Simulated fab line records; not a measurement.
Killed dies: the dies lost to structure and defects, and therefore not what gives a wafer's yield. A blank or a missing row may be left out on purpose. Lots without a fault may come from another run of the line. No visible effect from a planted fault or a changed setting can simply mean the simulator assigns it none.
Split-lot experiment + flow n5 finfet + route with 1938 steps; 7 lots, 21 wafers read

ON THE SPLIT
At N5_DUMMY_GATE_ETCH_31 (etches SiO2 in C4F6/O2, target depth 82.5 nm, time 27.5 s), the setting target depth a was moved away from the recipe's 825 angstrom on 8 of the 21 wafers read, by -10.7% to +11.7%. The other wafers ran this setting at the recipe's value.

The reading is taken at the split's own step.

THE READING
SOC_of_DUMMY_GATE_COAT_34.thk nm (the simulator's own value, which no gauge read), in nm, at N5_DUMMY_GATE_ETCH_31 (etches SiO2 in C4F6/O2, target depth 82.5 nm, time 27.5 s). There is no usual value for it anywhere in the file. Average 51.7 nm, standard deviation 0.18 nm, over the 13 wafers here run with the recipe.

| wafer  | tool, chamber at the split | target depth a as run, angstrom | against the recipe | SOC_of_DUMMY_GATE_COAT_34.thk nm, nm | against lot-mates on the recipe |
|--------|----------------------------|---------------------------------|--------------------|--------------------------------------|---------------------------------|
| L076.2 | rie diel-01, 0             | 825                             | recipe             | 51.6                                 | -                               |
| L076.4 | rie diel-01, 2             | 780.8                           | -5.4%              | 52                                   | +0.4                            |
| L076.6 | rie diel-01, 3             | 780.8                           | -5.4%              | 51.8                                 | +0.2                            |
| L081.2 | rie diel-02, 2             | 825                             | recipe             | 51.6                                 | -                               |
| L081.3 | rie diel-02, 0             | 784.6                           | -4.9%              | 52                                   | +0.4                            |
| L081.5 | rie diel-02, 2             | 825                             | recipe             | 51.6                                 | -                               |
| L083.2 | rie diel-06, 3             | 825                             | recipe             | 51.6                                 | -                               |
| L083.5 | rie diel-06, 2             | 825                             | recipe             | 51.8                                 | -                               |
| L083.6 | rie diel-06, 1             | 921.3                           | +11.7%             | 50.8                                 | -0.9                            |
| L084.1 | rie diel-01, 2             | 825                             | recipe             | 51.6                                 | -                               |
| L084.2 | rie diel-01, 0             | 825                             | recipe             | 51.6                                 | -                               |
| L084.5 | rie diel-01, 2             | 865.3                           | +4.9%              | 51.4                                 | -0.2                            |
| L087.1 | rie diel-01, 2             | 825                             | recipe             | 52                                   | -                               |
| L087.4 | rie diel-01, 1             | 736.8                           | -10.7%             | 52.8                                 | +0.8                            |
| L087.6 | rie diel-01, 2             | 825                             | recipe             | 52                                   | -                               |
| L096.1 | rie diel-06, 0             | 825                             | recipe             | 51.8                                 | -                               |
| L096.5 | rie diel-06, 1             | 825                             | recipe             | 51.8                                 | -                               |
| L096.6 | rie diel-06, 2             | 825                             | recipe             | 52                                   | -                               |
| L097.2 | rie diel-02, 0             | 795.7                           | -3.6%              | 52                                   | +0.6                            |
| L097.4 | rie diel-02, 1             | 825                             | recipe             | 51.4                                 | -                               |
| L097.6 | rie diel-02, 0             | 795.7                           | -3.6%              | 51.8                                 | +0.4                            |

FIT RESULTS
A straight line over all 21 wafers: SOC_of_DUMMY_GATE_COAT_34.thk nm changes by -0.0754 nm for each +1% of target depth a; r = -0.87; the points scatter about the line by 0.19 nm.
The same after taking each lot's own level away (the mean of its wafers on the recipe; 21 wafers): -0.0745 nm for each +1%; r = -0.95; scatter 0.11 nm.
On that fit, the largest move of target depth a shifts the reading by 0.87 nm.
Measured against the standard deviation above, the lots' own levels, which go from 51.40 to 52.00 nm, span 3.3 times it.
The two slopes are in agreement: the lot-to-lot level therefore moves the slope only a little.
Check: with one of the wafers moved furthest among these (+11.7%) left out of the fit, the line predicts -0.804 nm for it against its lot-mates. Against them it came out at -0.9 nm.

OTHER SPLITS APPLIED TO THESE WAFERS
These wafers also went through other splits before the reading. Each is held against what the fit with the lots' levels taken away leaves over:
| other split on the same wafers  | wafers away from the commonest value | r with SOC_of_DUMMY_GATE_COAT_34.thk nm (lot level and that fit taken away) |
|---------------------------------|--------------------------------------|-----------------------------------------------------------------------------|
| N5_ZERO_LAYER_COAT_05 spin rpm  | 8                                    | -0.31                                                                       |
| N5_ZERO_LAYER_EXPOSE_08 dose mj | 7                                    | -0.23                                                                       |
| N5_ZERO_LAYER_DESCUM_16 time s  | 4                                    | +0.09                                                                       |
| N5_WELL_APT_COAT_02 spin rpm    | 11                                   | -0.37                                                                       |
| N5_FIN_SAQP_PECVD_48 time s     | 10                                   | +0.40                                                                       |
| N5_FIN_SAQP_COAT_50 spin rpm    | 8                                    | -0.22                                                                       |

THE WHOLE CHAIN: every reading that the file lists as answering this split, in the file's order
| step                  | what it does                                              | reading                                                                           | change (the file's fit)                | r (the file's) |
|-----------------------|-----------------------------------------------------------|-----------------------------------------------------------------------------------|----------------------------------------|----------------|
| N5_DUMMY_GATE_ETCH_31 | etches SiO2 in C4F6/O2, target depth 82.5 nm, time 27.5 s | etch.depth nm (the simulator's own value, which no gauge read)                    | +0.812 nm for each +1% of the setting  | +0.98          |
| N5_DUMMY_GATE_ETCH_31 | etches SiO2 in C4F6/O2, target depth 82.5 nm, time 27.5 s | SOC_of_DUMMY_GATE_COAT_34.thk nm (the simulator's own value, which no gauge read) | -0.0747 nm for each +1% of the setting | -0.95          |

FILE'S OWN FIT
SOC_of_DUMMY_GATE_COAT_34.thk nm changes by -0.0747 nm for each +1% of target depth a, r = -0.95.
